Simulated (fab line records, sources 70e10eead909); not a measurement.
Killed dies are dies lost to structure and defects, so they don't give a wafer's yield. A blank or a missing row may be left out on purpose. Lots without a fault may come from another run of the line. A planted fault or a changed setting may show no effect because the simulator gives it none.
Chamber matching | flow nand_harc | NHARC_A_STAIRCASE_CMP_472 on cmp-02: 4 sister chambers
The step polishes SiO2. 8 wafers are shown with their chamber, then 12 later ones without.

WAFERS WITH THEIR CHAMBER
wafer  | chamber | motor_current_A (A)
L085.5 | 2       | 12.4
L085.6 | 1       | 14.5
L089.1 | 3       | 12.8
L089.2 | 2       | 11.5
L089.4 | 0       | 10.5
L089.3 | 1       | 13.9
L089.5 | 0       | 9.6
L089.6 | 3       | 13.5

WAFERS WITHOUT THEIR CHAMBER
wafer  | motor_current_A (A)
L095.1 | 13.6
L095.3 | 10.4
L095.4 | 12.0
L094.1 | 12.7
L094.2 | 13.6
L094.4 | 12.5
L096.2 | 13.3
L096.4 | 12.1
L096.6 | 11.6
L096.1 | 10.9
L096.3 | 13.6
L096.5 | 13.3

WHICH CHAMBER EACH WENT THROUGH
wafer  | from the rows above          | in truth
L095.1 | can't be placed: 3 or 1      | 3
L095.3 | 0                            | 0
L095.4 | can't be placed: 2 or 3      | 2
L094.1 | can't be placed: 3 or 2 or 1 | 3
L094.2 | can't be placed: 3 or 1      | 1
L094.4 | can't be placed: 2 or 3      | 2
L096.2 | can't be placed: 3 or 1      | 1
L096.4 | can't be placed: 2 or 3      | 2
L096.6 | 2                            | 2
L096.1 | can't be placed: 0 or 2      | 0
L096.3 | can't be placed: 3 or 1      | 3
L096.5 | can't be placed: 3 or 1      | 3
Placed correctly: 2 of 12. Can't be placed from these rows: 10 (the true chamber is among the candidates in 10). Placed wrongly: 0.
How it was worked out, from the rows above alone: a wafer's distance from a chamber is the root of the sum, over the readings, of the square of ((its reading less the chamber's mean) divided by the reading's scatter). The wafer belongs to the nearest chamber; if the next one is less than 2 further off, it can't be placed. A chamber's mean is the mean of its shown wafers. The scatter: the root of (the sum of the squares of (reading less its chamber's mean) over the shown wafers, divided by (wafers less chambers)).
